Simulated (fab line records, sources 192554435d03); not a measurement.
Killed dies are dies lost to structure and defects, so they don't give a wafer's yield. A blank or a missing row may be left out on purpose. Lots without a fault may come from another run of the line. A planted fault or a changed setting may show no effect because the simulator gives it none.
A struck lot beside a sound one | flow n5_finfet | 15 steps out of a route of 1938
Sound: wafers L658.1, L658.5, L658.6. Struck: wafers L651.1, L651.3, L651.5. The cause comes at the end.
At each step with rows: each side's tool, then ch and its chambers, then its first start. Under that, the readings that differ: sound wafers | struck wafers | difference of the means | sigmas: that difference in standard deviations of wafers without a fault.
alike: readings whose means differ by less than 2 such deviations, and words and numbers that are the same on both sides. not compared: withheld readings, readings that some wafer has no value for, bounds like >300 that may hide the same value, and numbers for which the record gives no deviation and whose values overlap.
The two part at a step that has a row with sigmas, a row that says differs or no value, or rows on one side only. Numbers that don't overlap but have no deviation are shown without sigmas and don't part them. A reading that every wafer of one side lacks parts them only if that side has two wafers or more.

first, 11 steps without rows for these wafers: N5_BEOL_M0_SAQP_HM_OPEN_112 (chemistry CHF3/O2, target SiO2, stops on a-Si, target depth 12 nm, time 13.5 s); N5_BEOL_M0_SAQP_STRIP_113 (strips in CHF3/O2); N5_BEOL_M0_SAQP_MANDREL_ETCH_20 (etches a-Si in HBr/Cl2, stops on SiNx, target depth 60 nm, bt time 10 s, time 30 s); N5_BEOL_M0_SAQP_STRIP_86 (strips in N2/H2); N5_BEOL_M0_SAQP_STRIP_115 (strips in post etch residue remover, time 60 s); N5_BEOL_M0_SAQP_SRD_93 (time 30 s); N5_BEOL_M0_SAQP_RECESS_114 (chemistry HF/NH3, target SiO2, target depth 14.4 nm, afs cycles 3, sublimation time 60 s); N5_BEOL_M0_SAQP_SPACER1_ALD_98 (deposits SiO2, target thk 12.8 nm, pulse time 1 s, purge time 2 s); N5_BEOL_M0_SAQP_SPACER1_ETCHBACK_99 (etches SiO2 in CHF3/O2, target depth 15.4 nm, time 7.7 s); N5_BEOL_M0_SAQP_MANDREL1_REMOVE_100 (chemistry HBr/Cl2/O2, target a-Si, stops on SiNx, bt time 10 s); N5_BEOL_M0_SAQP_ETCH_101 (etches SiNx in CH3F/O2, target depth 29.9 nm, time 42.7 s).
N5_BEOL_M0_SAQP_ETCH_102: etches SiO2 in CF4, target depth 4 nm, time 4.4 s.
  sound on rie_si-04 ch 1,2, day 10 11:45; struck on rie_si-03 ch 0,1, day 8 19:56
  no value came back on the struck wafers for any of 7 readings (bias_w (W), cf4_flow_sccm (sccm) and others); on the sound wafers bias_w (W) reads 399.2 399.9 400.3
  not compared: rf_hours_counter_h
then, 1 step without rows for these wafers: N5_BEOL_M0_SAQP_MANDREL_ETCH_103 (etches a-Si in HBr/Cl2, stops on SiCN, target depth 45 nm, bt time 10 s, time 27 s).
N5_BEOL_M4_RC_MEAS_101:
  the record has rows for the sound wafers here (prober-02 ch 0, day 12 18:07) and none for the struck ones
-- the record jumps here: 7 days lie between the struck wafers' starts before and after (it left off in module BEOL_M4 and takes up again in module PASSIVATION, whose first step shown is number 1936 of the route) --
N5_PASSIVATION_PROBE_49:
  the record has rows for the struck wafers here (prober-01, day 15 15:24) and none for the sound ones

WHERE THEY PART
First at N5_BEOL_M0_SAQP_ETCH_102; last, within this record, at N5_PASSIVATION_PROBE_49.

WHY: what the simulator had put in
Skipped step whole: rie_si-03, from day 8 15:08 on, at N5_BEOL_M0_SAQP_ETCH_102. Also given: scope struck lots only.
